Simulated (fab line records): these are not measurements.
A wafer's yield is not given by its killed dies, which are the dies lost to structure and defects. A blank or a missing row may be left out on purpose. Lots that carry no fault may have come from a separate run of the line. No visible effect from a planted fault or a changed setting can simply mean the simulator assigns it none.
fab line records    flow n5_finfet
record lots=11  wafers=33  last_day=18
route steps=1938 shown BEOL_M4@1079 PASSIVATION@1936
lots with no fault: from the same line, run without faults
start_h: hours from the record's first day to the start of the lot's first wafer shown    wait_h: hours elapsed since this lot's preceding step    " same as the row above    L1.1+2: a row that stands for several wafers    - either no value or no given start    * or withheld: withheld    < > ~ a bound
route shown NAME@n: a module of which the file shows steps, and the number in the route of the first    usual: the fault-free wafers' mean and standard deviation    same: alike in all rows    chamber/n: place in a boat    sites: readings site by site    _std_site: standard deviation across them    _edge_site: mean of outer sites minus mean of inner sites    radius_mm: how far each site lies from the wafer's centre    mask NAME#n: copy n    behind: the last tool/chamber to shape the wafer    hold: the reason the lot was held/the length of the hold in hours/how it ended    device: which transistor (n, p or np) failed to switch    end of line: tests run on the same wafers once the route is complete    for a step that has no rows: nothing shown but its recipe    killed: dies that structure and defects cost at the first sort, which is not the same as the wafer's yield    map: shows each die of a wafer: x if killed, . if not, _ if none is there
set.NAME: setting as actually run; set.NAME@STEP: the setting as run at that earlier step    model.NAME: the simulator's own value behind a step, which no gauge read
one table for each step of the route and one row for each wafer, over a sample of lots
## steps
# step N5_BEOL_M4_DEGAS_44
# recipe ambient=vacuum  temp_c=250  time_s=60
# usual heater_power_w=338/31
lot.wafer  tool            chamber  start_h  wait_h  heater_power_w
L838.3     pvd_sputter-01  -        157.62   0.3     240
L838.5     "               -        "        "       239
L838.6     "               -        "        "       322
L841.2     pvd_sputter-02  -        176.19   0.4     342
L841.3     "               -        "        "       371
L841.4     "               -        "        "       333
L842.3     pvd_sputter-02  -        186.25   0.7     335
L842.4     "               -        "        "       368
L842.6     "               -        "        "       374
L846.2     pvd_sputter-02  -        203.62   0.6     373
L846.3     "               -        "        "       333
L846.6     "               -        "        "       341
L847.1     pvd_sputter-03  -        215.90   0.1     344
L847.3     "               -        "        "       308
L847.6     "               -        "        "       340
L855.3     pvd_sputter-02  -        267.06   0.4     376
L855.4     "               -        "        "       365
L855.6     "               -        "        "       372
L854.2     pvd_sputter-03  -        275.54   1.2     357
L854.3     "               -        "        "       350
L854.5     "               -        "        "       345
L857.1     pvd_sputter-02  -        275.74   0.3     372
L857.4     "               -        "        "       374
L857.6     "               -        "        "       329
L859.3     pvd_sputter-03  -        296.29   0.2     350
L859.5     "               -        "        "       300
L859.6     "               -        "        "       352
L860.2     pvd_sputter-02  -        300.30   0.2     336
L860.3     "               -        "        "       377
L860.5     "               -        "        "       375
L861.2     pvd_sputter-02  -        309.64   0.3     338
L861.4     "               -        "        "       336
L861.5     "               -        "        "       375
# step N5_BEOL_M4_PRE_CLEAN_45
# recipe gas=H2/He  time_s=30  temp_c=250
# usual heater_power_w=339/31
lot.wafer  tool            chamber  start_h  wait_h  heater_power_w
L838.3     pvd_sputter-01  -        157.66   0.0     240
L838.5     "               -        "        "       240
L838.6     "               -        "        "       325
L841.2     pvd_sputter-02  -        176.23   0.0     342
L841.3     "               -        "        "       374
L841.4     "               -        "        "       333
L842.3     pvd_sputter-02  -        186.29   0.0     331
L842.4     "               -        "        "       371
L842.6     "               -        "        "       371
L846.2     pvd_sputter-02  -        203.66   0.0     376
L846.3     "               -        "        "       323
L846.6     "               -        "        "       350
L847.1     pvd_sputter-03  -        215.94   0.0     347
L847.3     "               -        "        "       302
L847.6     "               -        "        "       341
L855.3     pvd_sputter-02  -        267.10   0.0     383
L855.4     "               -        "        "       372
L855.6     "               -        "        "       372
L854.2     pvd_sputter-03  -        275.58   0.0     337
L854.3     "               -        "        "       341
L854.5     "               -        "        "       346
L857.1     pvd_sputter-02  -        275.78   0.0     360
L857.4     "               -        "        "       370
L857.6     "               -        "        "       329
L859.3     pvd_sputter-03  -        296.33   0.0     353
L859.5     "               -        "        "       298
L859.6     "               -        "        "       347
L860.2     pvd_sputter-02  -        300.34   0.0     337
L860.3     "               -        "        "       376
L860.5     "               -        "        "       373
L861.2     pvd_sputter-02  -        309.68   0.0     323
L861.4     "               -        "        "       342
L861.5     "               -        "        "       372
# step N5_BEOL_M4_ANNEAL_49
# recipe temp_c=400  time_s=240  ambient=vacuum
# usual heater_power_w=820/84
lot.wafer  tool            chamber  start_h  wait_h  heater_power_w
L838.3     pvd_sputter-03  -        158.34   0.0     849
L838.5     "               -        "        "       888
L838.6     "               -        "        "       869
L841.2     pvd_sputter-03  -        176.82   0.0     885
L841.3     "               -        "        "       875
L841.4     "               -        "        "       770
L842.3     pvd_sputter-02  -        187.15   0.0     932
L842.4     "               -        "        "       901
L842.6     "               -        "        "       842
L846.2     pvd_sputter-01  -        204.49   0.0     605
L846.3     "               -        "        "       802
L846.6     "               -        "        "       765
L847.1     pvd_sputter-02  -        216.66   0.0     840
L847.3     "               -        "        "       956
L847.6     "               -        "        "       839
L855.3     pvd_sputter-03  -        267.97   0.0     882
L855.4     "               -        "        "       764
L855.6     "               -        "        "       765
L854.2     pvd_sputter-01  -        276.18   0.0     588
L854.3     "               -        "        "       809
L854.5     "               -        "        "       820
L857.1     pvd_sputter-03  -        276.37   0.0     840
L857.4     "               -        "        "       888
L857.6     "               -        "        "       889
L859.3     pvd_sputter-01  -        296.96   0.0     780
L859.5     "               -        "        "       822
L859.6     "               -        "        "       597
L860.2     pvd_sputter-01  -        301.30   0.0     604
L860.3     "               -        "        "       770
L860.5     "               -        "        "       808
L861.2     pvd_sputter-01  -        310.43   0.0     758
L861.4     "               -        "        "       813
L861.5     "               -        "        "       755
# step N5_BEOL_M4_SPUTTER_94
# recipe material=Cu  target_thk_a=45  temp_c=-20  chamber_pressure_pa=0.07  power_w=withheld  time_s=8.29
# usual chamber_pressure_pa=0.07001/0.00014  chuck_gas_flow_sccm=1.26/0.052  throttle_valve_pct=30.4/1.3
lot.wafer  tool            chamber  start_h  wait_h  chamber_pressure_pa  chuck_gas_flow_sccm  throttle_valve_pct
L838.3     pvd_sputter-03  -        159.80   0.1     0.07001              1.28                 31.3
L838.5     "               -        "        "       0.07008              1.22                 31.0
L838.6     "               -        "        "       0.07011              1.19                 31.0
L841.2     pvd_sputter-03  -        178.28   0.1     0.06984              1.27                 31.2
L841.3     "               -        "        "       0.07013              1.31                 31.4
L841.4     "               -        "        "       0.06997              1.24                 31.7
L842.3     pvd_sputter-02  -        188.61   0.1     0.07004              1.34                 29.9
L842.4     "               -        "        "       0.07                 1.23                 29.2
L842.6     "               -        "        "       0.07003              1.23                 30.9
L846.2     pvd_sputter-01  -        205.95   0.1     -                    -                    -
L846.3     "               -        "        "       -                    -                    -
L846.6     "               -        "        "       -                    -                    -
L847.1     pvd_sputter-02  -        218.12   0.1     -                    -                    -
L847.3     "               -        "        "       -                    -                    -
L847.6     "               -        "        "       -                    -                    -
L855.3     pvd_sputter-03  -        269.43   0.1     0.06998              1.14                 31.2
L855.4     "               -        "        "       0.07014              1.27                 31.6
L855.6     "               -        "        "       0.07005              1.23                 31.8
L854.2     pvd_sputter-01  -        277.64   0.1     0.06992              1.21                 30.7
L854.3     "               -        "        "       0.07014              1.29                 28.7
L854.5     "               -        "        "       0.06987              1.23                 28.7
L857.1     pvd_sputter-03  -        277.83   0.1     0.06991              1.28                 31.2
L857.4     "               -        "        "       0.06987              1.20                 31.4
L857.6     "               -        "        "       0.07004              1.24                 31.3
L859.3     pvd_sputter-01  -        298.42   0.1     0.07011              1.21                 28.8
L859.5     "               -        "        "       0.07002              1.24                 28.8
L859.6     "               -        "        "       0.06997              1.32                 30.5
L860.2     pvd_sputter-01  -        302.76   0.1     0.0701               1.32                 30.5
L860.3     "               -        "        "       0.06999              1.29                 28.9
L860.5     "               -        "        "       0.06996              1.32                 28.8
L861.2     pvd_sputter-01  -        311.89   0.1     0.06987              1.26                 29.1
L861.4     "               -        "        "       0.07001              1.31                 28.7
L861.5     "               -        "        "       0.06973              1.14                 29.2
# step N5_BEOL_M4_RC_MEAS_101
# usual DIBL_N=36.4/2  DIBL_P=36.1/2.5  IOFF_N=0.16/0.037  IOFF_P=0.20/0.038  ION_N=670/13  ION_P=459/8.3  SS_N=71.6/0.69  SS_P=73.3/0.72  VT_N=250/3.4  VT_P=-251/3.1
lot.wafer  tool       chamber  start_h  wait_h  DIBL_N[mV/V]  DIBL_P[mV/V]  IOFF_N[nA/um]  IOFF_P[nA/um]  ION_N[uA/um]  ION_P[uA/um]  SS_N[mV/dec]  SS_P[mV/dec]  VT_N[mV]  VT_P[mV]
L838.3     prober-02  0        161.43   0.3     39.2          38.6          0.21           0.27           693           473           71.8          73.5          244       -246
L838.5     "          0        "        "       33.8          32.0          0.11           0.17           647           453           70.6          72.3          255       -253
L838.6     "          0        "        "       36.4          34.3          0.15           0.18           690           470           71.7          72.8          250       -251
L841.2     prober-01  0        179.75   0.2     34.5          33.9          0.12           0.16           665           454           71.7          72.6          255       -255
L841.3     "          0        "        "       36.0          36.7          0.16           0.21           681           467           72.5          72.8          247       -249
L841.4     "          0        "        "       32.3          32.2          0.10           0.14           654           457           70.5          71.8          256       -255
L842.3     prober-01  0        190.24   0.3     34.4          35.5          0.13           0.21           640           448           71.0          73.1          254       -250
L842.4     "          0        "        "       32.4          31.9          0.10           0.16           650           450           69.9          72.2          256       -253
L842.6     "          0        "        "       35.2          36.7          0.15           0.22           673           462           70.7          72.9          248       -248
L846.2     prober-01  0        207.50   0.2     36.6          35.8          0.15           0.22           653           456           71.7          72.9          252       -248
L846.3     "          0        "        "       36.1          34.4          0.14           0.21           664           462           70.7          72.8          250       -249
L846.6     "          0        "        "       34.6          32.6          0.13           0.18           661           461           70.5          73.0          252       -251
L847.1     prober-02  0        219.64   0.2     36.4          36.5          0.15           0.20           657           457           71.6          73.8          252       -250
L847.3     "          0        "        "       39.9          38.3          0.24           0.22           651           447           74.4          73.4          249       -252
L847.6     "          0        "        "       38.9          39.8          0.22           0.28           679           466           71.7          73.7          246       -245
L855.3     prober-02  0        271.31   0.3     37.8          36.1          0.15           0.22           676           467           72.1          73.2          249       -249
L855.4     "          0        "        "       38.4          36.1          0.17           0.22           679           465           72.0          73.1          250       -248
L855.6     "          0        "        "       37.0          35.6          0.15           0.22           685           476           71.7          73.2          249       -250
L854.2     prober-01  0        279.39   0.2     38.5          37.5          0.20           0.24           675           458           72.3          73.6          247       -248
L854.3     "          0        "        "       34.5          32.4          0.12           0.15           657           453           70.6          73.1          256       -257
L854.5     "          0        "        "       37.0          36.0          0.15           0.21           662           451           71.0          73.9          250       -251
L857.1     prober-02  0        279.45   0.0     39.0          40.1          0.21           0.25           684           464           72.2          73.8          248       -249
L857.4     "          0        "        "       34.5          34.5          0.12           0.16           657           454           71.0          72.7          255       -255
L857.6     "          0        "        "       33.6          33.7          0.11           0.15           654           450           71.1          72.6          255       -254
L859.3     prober-02  0        300.32   0.3     35.4          36.3          0.14           0.18           678           464           70.8          73.9          252       -254
L859.5     "          0        "        "       37.1          36.9          0.15           0.18           657           441           71.9          73.3          253       -256
L859.6     "          0        "        "       35.8          36.5          0.14           0.18           663           458           71.3          73.5          250       -256
L860.2     prober-01  0        304.50   0.2     36.7          36.9          0.18           0.19           676           455           71.4          74.0          246       -254
L860.3     "          0        "        "       37.6          36.4          0.17           0.18           668           445           71.6          73.9          247       -255
L860.5     "          0        "        "       35.3          34.9          0.13           0.17           651           452           70.8          72.3          251       -256
L861.2     prober-01  0        313.67   0.2     36.2          36.3          0.15           0.22           688           473           71.5          73.5          248       -250
L861.4     "          0        "        "       37.2          37.4          0.18           0.22           674           459           72.4          74.0          249       -252
L861.5     "          0        "        "       38.3          38.5          0.20           0.26           703           484           71.7          73.7          243       -248
# step N5_PASSIVATION_PROBE_49
# usual defect_limited_yield=91.2/1.6  killed_at_M0_to_M3=34/11  killed_at_M4_up=13/5.2  killed_at_contacts=13/6.3  killed_at_front_end=40/14  killed_at_other=3.2/2.4  killed_dies=104/19  killed_open=69/14  killed_short=32/7.5  sort_bin_5_function=5.3/1.1  sort_bin_6_memory=3.2/0.73  sort_bin_8_speed=0.01/0.038  sort_n_pass=1076/19
# same gross_dies=1180  killed_at_back_side=0  sort_bin_4_leakage[%]=0
lot.wafer  tool       chamber  start_h  wait_h  defect_limited_yield[%]  killed_at_M0_to_M3  killed_at_M4_up  killed_at_contacts  killed_at_front_end  killed_at_other  killed_dies  killed_open  killed_short  sort_bin_5_function[%]  sort_bin_6_memory[%]  sort_bin_8_speed[%]  sort_n_pass
L838.3     prober-02  -        262.79   0.1     92.5                     17                  19               24                  29                   0                89           61           25            5.8                     1.6                   0                    1091
L838.5     prober-02  -        262.89   0.2     93.2                     23                  9                20                  26                   2                80           47           32            3.8                     2.7                   0                    1100
L838.6     prober-02  -        262.94   0.3     94.9                     21                  5                10                  17                   7                60           32           25            3.1                     2.0                   0                    1120
L841.2     prober-01  -        287.47   0.1     90.9                     32                  14               17                  42                   2                107          73           34            5.0                     3.7                   0                    1073
L841.3     prober-01  -        287.52   0.1     90.8                     43                  18               21                  26                   1                109          79           29            5.3                     3.7                   0                    1071
L841.4     prober-01  -        287.57   0.2     91.0                     26                  13               23                  42                   2                106          68           38            5.3                     3.4                   0                    1074
L842.3     prober-01  -        297.01   0.1     93.6                     29                  9                11                  24                   2                75           46           27            3.9                     2.1                   0.25                 1102
L842.4     prober-01  -        297.06   0.2     93.0                     25                  8                17                  31                   2                83           54           28            3.8                     3.0                   0                    1097
L842.6     prober-01  -        297.16   0.3     92.7                     27                  9                19                  31                   0                86           58           23            4.2                     2.7                   0                    1094
L846.2     prober-02  -        315.64   0.1     90.9                     25                  11               16                  54                   1                107          74           30            5.2                     3.3                   0                    1073
L846.3     prober-02  -        315.69   0.1     91.9                     37                  16               6                   32                   5                96           65           28            5.0                     2.8                   0                    1084
L846.6     prober-02  -        315.84   0.3     91.8                     41                  11               7                   31                   7                97           66           23            4.7                     3.1                   0                    1083
L847.1     prober-02  -        319.85   0.0     89.8                     53                  18               13                  34                   2                120          70           41            6.4                     3.6                   0                    1060
L847.3     prober-02  -        319.95   0.1     92.0                     26                  16               23                  28                   1                94           60           27            4.8                     3.0                   0.08                 1085
L847.6     prober-02  -        320.10   0.3     90.1                     43                  12               20                  39                   3                117          82           30            5.7                     3.9                   0                    1063
L855.3     prober-01  -        369.46   0.1     91.4                     28                  17               16                  39                   2                102          62           37            5.3                     3.1                   0                    1078
L855.4     prober-01  -        369.51   0.2     91.4                     40                  23               15                  24                   0                102          67           29            5.0                     3.1                   0                    1078
L855.6     prober-01  -        369.61   0.3     90.9                     39                  15               16                  32                   5                107          61           40            5.2                     3.5                   0                    1073
L854.2     prober-01  -        385.02   0.1     89.9                     38                  16               15                  49                   1                119          80           38            5.3                     4.7                   0                    1061
L854.3     prober-01  -        385.07   0.1     88.1                     68                  9                15                  45                   3                140          89           51            6.4                     5.2                   0                    1040
L854.5     prober-01  -        385.17   0.2     89.0                     51                  20               9                   48                   2                130          79           47            7.5                     3.3                   0                    1050
L857.1     prober-02  -        387.37   0.0     91.8                     33                  8                13                  41                   2                97           69           24            4.7                     3.1                   0.17                 1083
L857.4     prober-02  -        387.52   0.2     91.5                     38                  7                11                  39                   5                100          56           39            5.0                     3.0                   0                    1080
L857.6     prober-02  -        387.62   0.3     91.4                     50                  10               6                   34                   1                101          70           28            5.8                     2.6                   0                    1079
L859.3     prober-02  -        406.53   0.1     90.3                     29                  18               4                   58                   6                115          73           36            5.0                     4.2                   0                    1065
L859.5     prober-02  -        406.63   0.2     93.9                     30                  12               3                   27                   0                72           43           29            3.9                     2.0                   0                    1108
L859.6     prober-02  -        406.68   0.3     92.1                     30                  5                13                  41                   4                93           59           34            4.6                     3.0                   0                    1087
L861.2     prober-01  -        421.60   0.1     87.5                     52                  8                5                   80                   2                147          99           46            8.4                     3.6                   0                    1033
L861.4     prober-01  -        421.70   0.2     90.8                     49                  13               13                  32                   1                108          70           37            5.6                     3.2                   0                    1072
L861.5     prober-01  -        421.75   0.2     91.5                     26                  10               9                   50                   5                100          71           28            5.6                     2.7                   0                    1080
L860.2     prober-02  -        421.61   0.1     91.9                     25                  18               16                  34                   3                96           69           24            4.1                     3.4                   0                    1084
L860.3     prober-02  -        421.66   0.1     90.9                     26                  22               8                   51                   0                107          73           31            5.7                     3.3                   0                    1073
L860.5     prober-02  -        421.76   0.2     90.5                     32                  19               2                   59                   0                112          69           40            5.6                     3.4                   0                    1068
# killed by level:class
L838.3 MOL_CONTACT_COAG:geometric_particle:open=17 FIN_SAQP:geometric_particle:short=8 BEOL_M3:geometric_particle:open=6 MOL_CONTACT_COAG:geometric_particle:short=6 FIN_SAQP:geometric_particle:open=5 DUMMY_GATE:geometric_particle:open=5 BEOL_M4:geometric_particle:open=5 ILD0:geometric_particle:open=4
L838.5 MOL_CONTACT_COAG:geometric_particle:open=18 FIN_SAQP:geometric_particle:short=7 DUMMY_GATE:geometric_particle:open=6 BEOL_M0_SAQP:geometric_particle:short=6 BEOL_M0_SAQP:geometric_particle:open=5 FIN_SAQP:geometric_particle:open=4 GATE_CUT:geometric_particle:short=3 BEOL_M3:geometric_particle:open=3
L838.6 BEOL_M0_SAQP:geometric_particle:short=7 MOL_CONTACT_COAG:geometric_particle:open=6 STI_FIN_REVEAL:geometric_particle:open=5 BEOL_M3:geometric_particle:open=5 STARTING-WAFER:geometric_particle:open=5 MOL_CONTACT_COAG:geometric_particle:short=4 PASS1_CAP:geometric_particle:short=4 BEOL_M0_SAQP:geometric_particle:open=3
L841.2 MOL_CONTACT_COAG:geometric_particle:open=12 BEOL_M2:geometric_particle:open=11 FIN_SAQP:geometric_particle:open=10 FIN_SAQP:geometric_particle:short=7 BEOL_M4:geometric_particle:open=6 BEOL_M0_SAQP:geometric_particle:open=6 STI_FIN_REVEAL:geometric_particle:open=5 MOL_CONTACT_COAG:geometric_particle:short=5
L841.3 MOL_CONTACT_COAG:geometric_particle:open=20 BEOL_M1:geometric_particle:open=12 BEOL_M0_SAQP:geometric_particle:open=12 BEOL_M0_SAQP:geometric_particle:short=8 STI_FIN_REVEAL:geometric_particle:open=5 BEOL_M4:geometric_particle:open=5 BEOL_M2:geometric_particle:open=4 FIN_SAQP:geometric_particle:short=3
L841.4 MOL_CONTACT_COAG:geometric_particle:open=20 FIN_SAQP:geometric_particle:open=8 BEOL_M2:geometric_particle:open=8 FIN_SAQP:geometric_particle:short=8 STI_FIN_REVEAL:geometric_particle:open=6 BEOL_M0_SAQP:geometric_particle:open=6 GATE_CUT:geometric_particle:short=5 STI_FIN_REVEAL:geometric_particle:short=4
L842.3 STI_FIN_REVEAL:geometric_particle:open=13 BEOL_M0_SAQP:geometric_particle:short=8 MOL_CONTACT_COAG:geometric_particle:open=6 MOL_CONTACT_COAG:geometric_particle:short=5 BEOL_M0:geometric_particle:open=5 STI_FIN_REVEAL:geometric_particle:short=4 BEOL_M0_SAQP:geometric_particle:open=4 BEOL_M2:geometric_particle:open=3
L842.4 MOL_CONTACT_COAG:geometric_particle:open=14 BEOL_M0_SAQP:geometric_particle:open=6 ILD0:geometric_particle:open=5 FIN_SAQP:geometric_particle:open=4 BEOL_M0_SAQP:geometric_particle:short=4 BEOL_M3:geometric_particle:short=4 BEOL_M3:geometric_particle:open=4 STARTING-WAFER:geometric_particle:short=4
L842.6 MOL_CONTACT_COAG:geometric_particle:open=16 BEOL_M3:geometric_particle:open=13 STI_FIN_REVEAL:geometric_particle:open=9 BEOL_M0_SAQP:geometric_particle:short=6 FIN_SAQP:geometric_particle:short=4 GATE_CUT:geometric_particle:short=4 MOL_CONTACT_COAG:geometric_particle:short=3 BEOL_M0_SAQP:geometric_particle:open=3
L846.2 MOL_CONTACT_COAG:geometric_particle:open=14 FIN_SAQP:geometric_particle:open=13 FIN_SAQP:geometric_particle:short=10 STI_FIN_REVEAL:geometric_particle:open=6 BEOL_M0:geometric_particle:open=6 ILD0:geometric_particle:short=5 GATE_CUT:geometric_particle:short=5 BEOL_M3:geometric_particle:open=5
L846.3 BEOL_M2:geometric_particle:open=12 BEOL_M4:geometric_particle:open=9 DUMMY_GATE:geometric_particle:open=5 GATE_CUT:geometric_particle:short=5 GATE_CUT:geometric_particle:open=5 MOL_CONTACT_COAG:geometric_particle:open=5 BEOL_M0_SAQP:geometric_particle:short=5 BEOL_M0:geometric_particle:open=5
L846.6 BEOL_M1:geometric_particle:open=14 FIN_SAQP:geometric_particle:open=10 BEOL_M0_SAQP:geometric_particle:open=7 BEOL_M2:geometric_particle:open=6 BEOL_M4:interface_void_opened=6 FIN_SAQP:geometric_particle:short=5 DUMMY_GATE:geometric_particle:open=4 MOL_CONTACT_COAG:geometric_particle:open=4
L847.1 BEOL_M1:geometric_particle:open=11 BEOL_M2:geometric_particle:open=10 MOL_CONTACT_COAG:geometric_particle:open=9 FIN_SAQP:geometric_particle:open=7 BEOL_M4:interface_void_opened=7 BEOL_M2:geometric_particle:short=6 DUMMY_GATE:geometric_particle:open=5 BEOL_M0_SAQP:geometric_particle:open=5
L847.3 MOL_CONTACT_COAG:geometric_particle:open=15 BEOL_M2:geometric_particle:open=9 MOL_CONTACT_COAG:geometric_particle:short=8 BEOL_M4:geometric_particle:open=6 FIN_SAQP:geometric_particle:open=5 GATE_CUT:geometric_particle:open=4 GATE_CUT:geometric_particle:short=4 BEOL_M0_SAQP:geometric_particle:short=4
L847.6 BEOL_M2:geometric_particle:open=16 MOL_CONTACT_COAG:geometric_particle:open=13 STI_FIN_REVEAL:geometric_particle:open=9 BEOL_M0:geometric_particle:open=9 GATE_CUT:geometric_particle:short=7 MOL_CONTACT_COAG:geometric_particle:short=7 BEOL_M1:geometric_particle:open=6 BEOL_M3:geometric_particle:open=6
L855.3 MOL_CONTACT_COAG:geometric_particle:open=12 BEOL_M4:geometric_particle:open=8 FIN_SAQP:geometric_particle:short=7 GATE_CUT:geometric_particle:short=7 DUMMY_GATE:geometric_particle:open=6 BEOL_M1:geometric_particle:open=6 BEOL_M5:geometric_particle:open=6 STI_FIN_REVEAL:geometric_particle:open=5
L855.4 BEOL_M2:geometric_particle:open=12 BEOL_M4:geometric_particle:open=11 MOL_CONTACT_COAG:geometric_particle:short=8 BEOL_M3:geometric_particle:open=8 FIN_SAQP:geometric_particle:open=6 MOL_CONTACT_COAG:geometric_particle:open=5 BEOL_M0_SAQP:geometric_particle:open=5 FIN_SAQP:geometric_particle:short=4
L855.6 MOL_CONTACT_COAG:geometric_particle:open=10 STI_FIN_REVEAL:geometric_particle:open=10 BEOL_M0_SAQP:geometric_particle:open=9 BEOL_M0_SAQP:geometric_particle:short=9 BEOL_M2:geometric_particle:short=8 MOL_CONTACT_COAG:geometric_particle:short=6 BEOL_M2:geometric_particle:open=6 GATE_CUT:geometric_particle:short=4
L854.2 BEOL_M0_SAQP:geometric_particle:open=15 FIN_SAQP:geometric_particle:open=14 MOL_CONTACT_COAG:geometric_particle:open=10 GATE_CUT:geometric_particle:short=9 BEOL_M0_SAQP:geometric_particle:short=9 BEOL_M4:geometric_particle:open=9 DUMMY_GATE:geometric_particle:open=8 FIN_SAQP:geometric_particle:short=5
L854.3 BEOL_M0_SAQP:geometric_particle:short=16 BEOL_M2:geometric_particle:open=14 FIN_SAQP:geometric_particle:open=13 BEOL_M0_SAQP:geometric_particle:open=12 BEOL_M1:geometric_particle:open=11 BEOL_M3:geometric_particle:open=11 FIN_SAQP:geometric_particle:short=9 MOL_CONTACT_COAG:geometric_particle:short=8
L854.5 FIN_SAQP:geometric_particle:open=14 BEOL_M3:geometric_particle:open=12 BEOL_M0_SAQP:geometric_particle:open=11 FIN_SAQP:geometric_particle:short=10 BEOL_M4:geometric_particle:open=9 BEOL_M0_SAQP:geometric_particle:short=8 MOL_CONTACT_COAG:geometric_particle:short=6 DUMMY_GATE:geometric_particle:open=5
L857.1 BEOL_M0_SAQP:geometric_particle:open=12 MOL_CONTACT_COAG:geometric_particle:open=11 FIN_SAQP:geometric_particle:short=7 STI_FIN_REVEAL:geometric_particle:open=7 BEOL_M1:geometric_particle:open=7 BEOL_M2:geometric_particle:open=6 FIN_SAQP:geometric_particle:open=5 DUMMY_GATE:geometric_particle:open=4
L857.4 BEOL_M0_SAQP:geometric_particle:short=12 MOL_CONTACT_COAG:geometric_particle:open=10 BEOL_M0_SAQP:geometric_particle:open=9 FIN_SAQP:geometric_particle:short=8 DUMMY_GATE:geometric_particle:open=6 GATE_CUT:geometric_particle:short=6 STI_FIN_REVEAL:geometric_particle:open=4 BEOL_M3:geometric_particle:open=4
L857.6 BEOL_M0_SAQP:geometric_particle:open=12 BEOL_M3:geometric_particle:open=11 BEOL_M0_SAQP:geometric_particle:short=10 BEOL_M1:geometric_particle:open=9 STARTING-WAFER:geometric_particle:open=6 FIN_SAQP:geometric_particle:open=5 FIN_SAQP:geometric_particle:short=5 DUMMY_GATE:geometric_particle:open=4
L859.3 FIN_SAQP:geometric_particle:open=15 DUMMY_GATE:geometric_particle:open=12 BEOL_M3:geometric_particle:open=11 FIN_SAQP:geometric_particle:short=9 GATE_CUT:geometric_particle:short=6 MOL_CONTACT_COAG:geometric_particle:open=4 BEOL_M0_SAQP:geometric_particle:short=4 BEOL_M0_SAQP:geometric_particle:open=4
L859.5 BEOL_M3:geometric_particle:open=10 FIN_SAQP:geometric_particle:short=9 BEOL_M3:geometric_particle:short=6 FIN_SAQP:geometric_particle:open=5 BEOL_M0_SAQP:geometric_particle:short=5 STARTING-WAFER:geometric_particle:open=5 BEOL_M1:geometric_particle:open=4 MOL_CONTACT_COAG:geometric_particle:open=3
L859.6 MOL_CONTACT_COAG:geometric_particle:open=13 FIN_SAQP:geometric_particle:open=11 FIN_SAQP:geometric_particle:short=10 BEOL_M3:geometric_particle:open=7 GATE_CUT:geometric_particle:short=5 DUMMY_GATE:geometric_particle:open=4 BEOL_M1:geometric_particle:open=4 BEOL_M2:geometric_particle:open=4
L861.2 FIN_SAQP:geometric_particle:open=36 BEOL_M0_SAQP:geometric_particle:short=17 BEOL_M0_SAQP:geometric_particle:open=16 STI_FIN_REVEAL:geometric_particle:open=14 FIN_SAQP:geometric_particle:short=13 BEOL_M1:geometric_particle:open=13 GATE_CUT:geometric_particle:short=4 MOL_CONTACT_COAG:geometric_particle:open=4
L860.2 MOL_CONTACT_COAG:geometric_particle:open=14 STI_FIN_REVEAL:geometric_particle:open=12 BEOL_M4:geometric_particle:open=7 BEOL_M0_SAQP:geometric_particle:short=6 FIN_SAQP:geometric_particle:open=5 BEOL_M0_SAQP:geometric_particle:open=5 GATE_CUT:geometric_particle:open=4 BEOL_M0:geometric_particle:open=4
L860.3 FIN_SAQP:geometric_particle:open=23 BEOL_M4:geometric_particle:open=9 STI_FIN_REVEAL:geometric_particle:open=6 MOL_CONTACT_COAG:geometric_particle:open=6 BEOL_M0_SAQP:geometric_particle:short=5 BEOL_M0_SAQP:geometric_particle:open=5 BEOL_M1:geometric_particle:open=4 BEOL_M4:geometric_particle:short=4
L861.4 BEOL_M0_SAQP:geometric_particle:open=13 BEOL_M0_SAQP:geometric_particle:short=12 FIN_SAQP:geometric_particle:open=10 MOL_CONTACT_COAG:geometric_particle:open=10 BEOL_M1:geometric_particle:open=7 BEOL_M4:geometric_particle:open=6 FIN_SAQP:geometric_particle:short=5 BEOL_M0:geometric_particle:open=5
L861.5 FIN_SAQP:geometric_particle:short=13 FIN_SAQP:geometric_particle:open=12 STI_FIN_REVEAL:geometric_particle:open=10 BEOL_M0_SAQP:geometric_particle:open=8 MOL_CONTACT_COAG:geometric_particle:open=8 BEOL_M4:geometric_particle:open=5 BEOL_M0_SAQP:geometric_particle:short=4 BEOL_M0:geometric_particle:open=4
L860.5 FIN_SAQP:geometric_particle:open=15 STI_FIN_REVEAL:geometric_particle:open=14 FIN_SAQP:geometric_particle:short=11 BEOL_M0_SAQP:geometric_particle:open=9 BEOL_M4:geometric_particle:open=9 BEOL_M0_SAQP:geometric_particle:short=4 GATE_CUT:geometric_particle:open=4 GATE_CUT:geometric_particle:short=4
## key
first_sign step=N5_BEOL_M4_SPUTTER_94  reading=tool_record  direction=missing
effect none on later readings
met_at N5_BEOL_M4_SPUTTER_94
struck_lots L846,L847
not_acting_at N5_BEOL_M4_DEGAS_44,N5_BEOL_M4_PRE_CLEAN_45,N5_BEOL_M4_ANNEAL_49
onset_between 188.61 205.95
fault kind=skipped_step_whole  tool=pvd_sputter-01,pvd_sputter-02  chamber=-  onset_h=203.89  steps=N5_BEOL_M4_SPUTTER_94  scope=struck_lots_only
